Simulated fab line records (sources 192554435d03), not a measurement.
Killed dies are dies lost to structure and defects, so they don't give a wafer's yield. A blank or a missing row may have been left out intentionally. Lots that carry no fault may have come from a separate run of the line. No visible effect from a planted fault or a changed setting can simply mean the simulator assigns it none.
The same fault as seen by 2 desks -- flow n5-finfet -- every desk sees just its own numbers, and what lay behind them comes last

TOOL OWNER'S DESK, rie-si-01
The tool's own readings at N5_FIN_SAQP_FIN_ETCH_36 (etches the open film in HBr/Cl2/O2, target depth 120 nm, time 50.4 s): means of the sampled wafers that have a number, for each lot that ran on this tool. Any lot whose mean is over 4 standard deviations away from the usual mean is out of limits and marked OUT; that distance is given in the brackets.
Columns: A = HBr_flow_sccm at N5_FIN_SAQP_FIN_ETCH_36, usual 150.0 sccm; B = bias-w at N5_FIN_SAQP_FIN_ETCH_36, usual 101.99 W; C = drypump-motor-current-A at N5_FIN_SAQP_FIN_ETCH_36, usual 6.0 A; D = oes-product-au at N5_FIN_SAQP_FIN_ETCH_36, usual 0.989 a.u.; E = throttle-valve-pct at N5_FIN_SAQP_FIN_ETCH_36, usual 36.04 %
lot,first seen here,A,B,C,D,E
L331,day 3 04:06,149.7,101.95,6.0,0.992,36.09
L332,day 3 11:32,150.2,102.03,6.5,0.984,35.86
L333,day 3 17:40,149.9,105.72 (+13) OUT,6.4,0.996,35.68
L334,day 3 21:33,150.3,105.83 (+13) OUT,6.4,0.991,35.68
This desk's verdict: out of limits on L333, L334, starting with L333 at day 3 17:40 (bias-w at N5_FIN_SAQP_FIN_ETCH_36). Within limits: L331, L332.

AT THE METROLOGY DESK
Means of the sampled wafers that have a number, per lot and without regard to the tool the lot ran on: this is what the gauges read. Any lot whose mean is over 4 standard deviations away from the usual mean is out of limits and marked OUT; that distance is given in the brackets.
Columns: A = trench-depth-nm at N5_FIN_SAQP_OCD_MEAS_76, usual 119.6 nm
lot,first seen here,A
L327,day 2 06:27,118.7
L331,day 3 04:19,118.1
L332,day 3 11:46,119.1
L333,day 3 17:53,120.9
L334,day 3 21:46,121.4
L340,day 5 07:59,120.4
L342,day 5 21:25,119.6
L345,day 6 15:00,119.5
L346,day 6 21:26,119.4
This desk's finding: nothing out of limits on any of the 9 lots.

TAKEN TOGETHER
The tool owner's desk could have raised an alarm at day 3 17:40, on L333, L334.
The metrology desk saw nothing out of limits.
The metrology desk has L333, L334 on record, within its limits.
On rie-si-01, each named lot ran N5_FIN_SAQP_FIN_ETCH_36.

WHAT THE SIMULATOR PUT IN
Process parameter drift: rie-si-01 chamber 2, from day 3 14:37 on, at N5_FIN_SAQP_FIN_ETCH_36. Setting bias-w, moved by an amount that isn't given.
Struck lots among those shown: L333, L334.
How many hours passed from the start of the fault until each desk's first out-of-limits reading: the tool owner's desk, 3.
